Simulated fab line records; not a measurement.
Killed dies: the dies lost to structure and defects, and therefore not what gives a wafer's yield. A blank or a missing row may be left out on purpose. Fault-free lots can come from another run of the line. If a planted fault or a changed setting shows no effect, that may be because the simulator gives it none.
Split-lot experiment :: flow n5-finfet :: 7 lots, 21 wafers read, on a route of 1938 steps

## ABOUT THE SPLIT
At N5_BEOL_M1_COAT_68 (time 60 s, resist thk 12 nm), the setting spin-rpm was moved away from the recipe's 1500 rpm on 6 of the 21 wafers read, by -8.6% to +10.1%. All remaining wafers had this setting at the recipe value.

## FROM THE SPLIT TO THE READING: what the file shows between them, 4 steps
- N5_BEOL_M1_COAT_76: time 60 s, resist thk 5 nm
- N5_BEOL_M1_COAT_22: resist thk 30 nm
- N5_BEOL_M1_DESCUM_33: chemistry O2, time 7 s
- N5_BEOL_M1_ETCH_77: etches underlayer in N2/H2, target depth 6.5 nm, time 5.2 s

## THE READING
CAR-EUV_of_BEOL_M1_COAT_22.thk-nm (the simulator's own value, which no gauge read), in nm, at N5_BEOL_M1_ETCH_69 (etches SiARC in CF4, target depth 15.6 nm, time 26 s). There is no usual value for it anywhere in the file. The 15 wafers here that ran the recipe average 11.1 nm, standard deviation 0.12 nm.

wafer: L075.1
tool, chamber at the split: litho-track-01, 0
spin-rpm as run, rpm: 1375
against the recipe: -8.3%
CAR-EUV_of_BEOL_M1_COAT_22.thk-nm, nm: 10.6
against lot-mates on the recipe: -0.5

wafer: L075.2
tool, chamber at the split: litho-track-01, 0
spin-rpm as run, rpm: 1500
against the recipe: recipe
CAR-EUV_of_BEOL_M1_COAT_22.thk-nm, nm: 11
against lot-mates on the recipe: -

wafer: L075.3
tool, chamber at the split: litho-track-01, 0
spin-rpm as run, rpm: 1500
against the recipe: recipe
CAR-EUV_of_BEOL_M1_COAT_22.thk-nm, nm: 11.2
against lot-mates on the recipe: -

wafer: L079.1
tool, chamber at the split: litho-track-04, 0
spin-rpm as run, rpm: 1500
against the recipe: recipe
CAR-EUV_of_BEOL_M1_COAT_22.thk-nm, nm: 11.2
against lot-mates on the recipe: -

wafer: L079.2
tool, chamber at the split: litho-track-04, 0
spin-rpm as run, rpm: 1500
against the recipe: recipe
CAR-EUV_of_BEOL_M1_COAT_22.thk-nm, nm: 11.2
against lot-mates on the recipe: -

wafer: L079.5
tool, chamber at the split: litho-track-04, 0
spin-rpm as run, rpm: 1652
against the recipe: +10.1%
CAR-EUV_of_BEOL_M1_COAT_22.thk-nm, nm: 11.6
against lot-mates on the recipe: +0.4

wafer: L081.3
tool, chamber at the split: litho-track-04, 0
spin-rpm as run, rpm: 1500
against the recipe: recipe
CAR-EUV_of_BEOL_M1_COAT_22.thk-nm, nm: 11
against lot-mates on the recipe: -

wafer: L081.6
tool, chamber at the split: litho-track-04, 0
spin-rpm as run, rpm: 1500
against the recipe: recipe
CAR-EUV_of_BEOL_M1_COAT_22.thk-nm, nm: 11
against lot-mates on the recipe: -

wafer: L081.5
tool, chamber at the split: litho-track-04, 0
spin-rpm as run, rpm: 1500
against the recipe: recipe
CAR-EUV_of_BEOL_M1_COAT_22.thk-nm, nm: 11.2
against lot-mates on the recipe: -

wafer: L086.2
tool, chamber at the split: litho-track-04, 0
spin-rpm as run, rpm: 1500
against the recipe: recipe
CAR-EUV_of_BEOL_M1_COAT_22.thk-nm, nm: 11.2
against lot-mates on the recipe: -

wafer: L086.4
tool, chamber at the split: litho-track-04, 0
spin-rpm as run, rpm: 1575
against the recipe: +5.0%
CAR-EUV_of_BEOL_M1_COAT_22.thk-nm, nm: 11.4
against lot-mates on the recipe: +0.2

wafer: L086.6
tool, chamber at the split: litho-track-04, 0
spin-rpm as run, rpm: 1575
against the recipe: +5.0%
CAR-EUV_of_BEOL_M1_COAT_22.thk-nm, nm: 11.4
against lot-mates on the recipe: +0.2

wafer: L091.3
tool, chamber at the split: litho-track-04, 0
spin-rpm as run, rpm: 1500
against the recipe: recipe
CAR-EUV_of_BEOL_M1_COAT_22.thk-nm, nm: 11.2
against lot-mates on the recipe: -

wafer: L091.4
tool, chamber at the split: litho-track-04, 0
spin-rpm as run, rpm: 1500
against the recipe: recipe
CAR-EUV_of_BEOL_M1_COAT_22.thk-nm, nm: 11.2
against lot-mates on the recipe: -

wafer: L091.6
tool, chamber at the split: litho-track-04, 0
spin-rpm as run, rpm: 1500
against the recipe: recipe
CAR-EUV_of_BEOL_M1_COAT_22.thk-nm, nm: 11.2
against lot-mates on the recipe: -

wafer: L090.4
tool, chamber at the split: litho-track-03, 0
spin-rpm as run, rpm: 1371
against the recipe: -8.6%
CAR-EUV_of_BEOL_M1_COAT_22.thk-nm, nm: 10.6
against lot-mates on the recipe: -0.4

wafer: L090.5
tool, chamber at the split: litho-track-03, 0
spin-rpm as run, rpm: 1500
against the recipe: recipe
CAR-EUV_of_BEOL_M1_COAT_22.thk-nm, nm: 11
against lot-mates on the recipe: -

wafer: L090.6
tool, chamber at the split: litho-track-03, 0
spin-rpm as run, rpm: 1371
against the recipe: -8.6%
CAR-EUV_of_BEOL_M1_COAT_22.thk-nm, nm: 10.8
against lot-mates on the recipe: -0.2

wafer: L097.1
tool, chamber at the split: litho-track-04, 0
spin-rpm as run, rpm: 1500
against the recipe: recipe
CAR-EUV_of_BEOL_M1_COAT_22.thk-nm, nm: 10.8
against lot-mates on the recipe: -

wafer: L097.2
tool, chamber at the split: litho-track-04, 0
spin-rpm as run, rpm: 1500
against the recipe: recipe
CAR-EUV_of_BEOL_M1_COAT_22.thk-nm, nm: 11
against lot-mates on the recipe: -

wafer: L097.4
tool, chamber at the split: litho-track-04, 0
spin-rpm as run, rpm: 1500
against the recipe: recipe
CAR-EUV_of_BEOL_M1_COAT_22.thk-nm, nm: 11
against lot-mates on the recipe: -

FIT RESULTS
A straight line over all 21 wafers: CAR-EUV_of_BEOL_M1_COAT_22.thk-nm changes by +0.0516 nm for each +1% of spin-rpm; r = +0.89; the points scatter about the line by 0.12 nm.
The same after taking each lot's own level away (the mean of its wafers on the recipe; 21 wafers): +0.0415 nm for each +1%; r = +0.91; scatter 0.081 nm.
On that fit, the largest move of spin-rpm shifts the reading by 0.42 nm.
The lots' own levels span 10.93 to 11.20 nm, that is 2.2 times the standard deviation above.
In other words, the slope is changed by the lot-to-lot level; the two fits disagree.
Check: with one of the wafers moved furthest among these (+10.1%) left out of the fit, the line predicts +0.426 nm for it against its lot-mates. It came out at +0.4 nm against them.

## ADDITIONAL SPLITS CARRIED BY THESE WAFERS
Other splits were also applied to these wafers ahead of the reading. Each is held against what the fit with the lots' levels taken away leaves over:
other split on the same wafers: N5_BEOL_M0_SAQP_EXPOSE_11 dose-mj
wafers away from the commonest value: 8
r with CAR-EUV_of_BEOL_M1_COAT_22.thk-nm (lot level and that fit taken away): -0.08

other split on the same wafers: N5_BEOL_M0_ETCH_138 source-w
wafers away from the commonest value: 6
r with CAR-EUV_of_BEOL_M1_COAT_22.thk-nm (lot level and that fit taken away): +0.03

other split on the same wafers: N5_BEOL_M0_ETCH_109 bias-w
wafers away from the commonest value: 5
r with CAR-EUV_of_BEOL_M1_COAT_22.thk-nm (lot level and that fit taken away): +0.09

other split on the same wafers: N5_BEOL_M1_COAT_67 spin-rpm
wafers away from the commonest value: 5
r with CAR-EUV_of_BEOL_M1_COAT_22.thk-nm (lot level and that fit taken away): +0.33

## THE WHOLE CHAIN: every reading that the file lists as answering this split, in the file's order
step: N5_BEOL_M1_COAT_68
what it does: time 60 s, resist thk 12 nm
reading: SiARC_of_BEOL_M1_COAT_68.thk-nm (the simulator's own value, which no gauge read)
change (the file's fit): -0.0574 nm for each +1% of the setting
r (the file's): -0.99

step: N5_BEOL_M1_ETCH_69
what it does: etches SiARC in CF4, target depth 15.6 nm, time 26 s
reading: etch.depth-nm (the simulator's own value, which no gauge read)
change (the file's fit): -0.0576 nm for each +1% of the setting
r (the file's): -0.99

step: N5_BEOL_M1_ETCH_69
what it does: etches SiARC in CF4, target depth 15.6 nm, time 26 s
reading: CAR-EUV_of_BEOL_M1_COAT_22.thk-nm (the simulator's own value, which no gauge read)
change (the file's fit): +0.0435 nm for each +1% of the setting
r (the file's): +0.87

## FILE'S OWN FIT
CAR-EUV_of_BEOL_M1_COAT_22.thk-nm changes by +0.0435 nm for each +1% of spin-rpm, r = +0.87.
